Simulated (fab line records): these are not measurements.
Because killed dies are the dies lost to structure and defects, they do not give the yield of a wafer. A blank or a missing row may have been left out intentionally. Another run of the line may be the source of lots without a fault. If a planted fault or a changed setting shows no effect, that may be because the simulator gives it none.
Matching of chambers -- flow n5-finfet -- rie-diel-02 running N5_FIN_CUT_STRIP_22: 4 sister chambers
The step strips in N2/H2. 16 wafers are shown with their chamber, then 8 later ones without.

## WAFERS PAIRED WITH THEIR CHAMBERS
wafer,chamber,throttle-valve-pct (%),showerhead-plenum-p-Torr (Torr),drypump-motor-current-A (A)
L074.3,0,19.9,3.36,5.8
L074.4,1,18.8,3.28,5.5
L074.6,1,18.8,3.28,5.5
L076.1,2,18.6,3.09,5.6
L076.4,1,18.8,3.28,5.4
L076.6,1,18.8,3.27,5.4
L079.2,3,18.8,3.50,5.9
L079.3,1,18.8,3.27,5.4
L079.4,1,18.8,3.27,5.4
L084.2,2,18.6,3.09,5.7
L084.4,0,19.9,3.36,5.8
L084.5,1,18.8,3.27,5.4
L089.2,2,18.6,3.08,5.7
L089.4,0,19.9,3.35,5.8
L089.6,3,18.8,3.49,5.9
L090.2,0,20.0,3.35,5.8

SIGNATURES, as means of the wafers listed above
reading,chamber 0,chamber 1,chamber 2,chamber 3,scatter within a chamber
throttle-valve-pct,19.925,18.800,18.600,18.800,0.025
showerhead-plenum-p-Torr,3.3550,3.2743,3.0867,3.4950,0.00569
drypump-motor-current-A,5.800,5.429,5.667,5.900,0.0418
Rule: for each reading, subtract the chamber's mean from the wafer's reading, divide by that reading's scatter and square the result; add these up over the readings and take the root, which gives the wafer's distance from the chamber. The wafer belongs to the nearest chamber; if the next one is less than 2 further off, it can't be placed. The scatter: take each reading less its chamber's mean, square it, sum over the shown wafers, divide by the number of wafers less the number of chambers, and take the root.

## WAFERS MISSING THEIR CHAMBER
wafer,throttle-valve-pct (%),showerhead-plenum-p-Torr (Torr),drypump-motor-current-A (A)
L090.4,18.8,3.49,5.9
L090.5,19.9,3.35,5.8
L091.1,18.8,3.49,6.0
L091.2,18.6,3.08,5.7
L091.4,18.8,3.26,5.4
L097.1,18.8,3.26,5.4
L097.2,18.8,3.49,5.9
L097.4,20.0,3.35,5.8

## WHICH CHAMBER EACH WENT THROUGH
wafer,from the rows above,in truth
L090.4,3,3
L090.5,0,0
L091.1,3,3
L091.2,2,2
L091.4,1,1
L097.1,1,1
L097.2,3,3
L097.4,0,0
Correctly placed: 8 of 8. Left unplaced by these rows: 0. Number placed wrongly: 0.
